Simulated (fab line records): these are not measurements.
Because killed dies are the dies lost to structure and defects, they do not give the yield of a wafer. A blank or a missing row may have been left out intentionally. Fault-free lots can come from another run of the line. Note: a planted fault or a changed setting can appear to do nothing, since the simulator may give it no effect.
Matching of chambers + flow n5_finfet + pecvd-02 running N5_BEOL_M8_ILD_DEP_00: 3 sister chambers
The step deposits SiCOH lowk from DEMS/porogen, target thk 179.75 nm, time 33.4 s. 3 wafers are shown with their chamber, then 11 later ones without.

## WAFERS, EACH WITH ITS CHAMBER
| wafer  | chamber | throttle_valve_pct (%) |
|--------|---------|------------------------|
| L085.3 | 1       | 14.4                   |
| L085.6 | 2       | 13.1                   |
| L088.1 | 0       | 14.3                   |

## WAFERS WITHOUT THEIR CHAMBER
| wafer  | throttle_valve_pct (%) |
|--------|------------------------|
| L088.2 | 13.1                   |
| L088.4 | 14.1                   |
| L091.1 | 12.8                   |
| L091.2 | 14.6                   |
| L091.3 | 14.0                   |
| L095.2 | 13.0                   |
| L095.4 | 13.1                   |
| L095.6 | 13.9                   |
| L097.1 | 13.0                   |
| L097.2 | 14.2                   |
| L097.5 | 14.1                   |

## CHAMBER TAKEN BY EACH
| wafer  | from the rows above          | in truth |
|--------|------------------------------|----------|
| L088.2 | 2                            | 2        |
| L088.4 | can't be placed: 0 or 1      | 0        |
| L091.1 | 2                            | 2        |
| L091.2 | can't be placed: 1 or 0      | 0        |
| L091.3 | can't be placed: 0 or 1      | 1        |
| L095.2 | 2                            | 2        |
| L095.4 | 2                            | 2        |
| L095.6 | can't be placed: 0 or 1 or 2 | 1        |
| L097.1 | 2                            | 2        |
| L097.2 | can't be placed: 0 or 1      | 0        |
| L097.5 | can't be placed: 0 or 1      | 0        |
Correctly placed: 5 of 11. These rows do not allow placing 6 (true chamber among the candidates in 6). Placed wrongly: 0.
How it was worked out, from the rows above alone: a wafer's distance from a chamber is the root of the sum, over the readings, of the square of ((its reading less the chamber's mean) divided by the reading's scatter). The wafer belongs to the nearest chamber; if the next one is less than 2 further off, it can't be placed. A chamber's mean is the mean of its shown wafers. The scatter: root of mean squared gap, hidden wafer to nearest shown wafer, with one shown wafer a chamber.
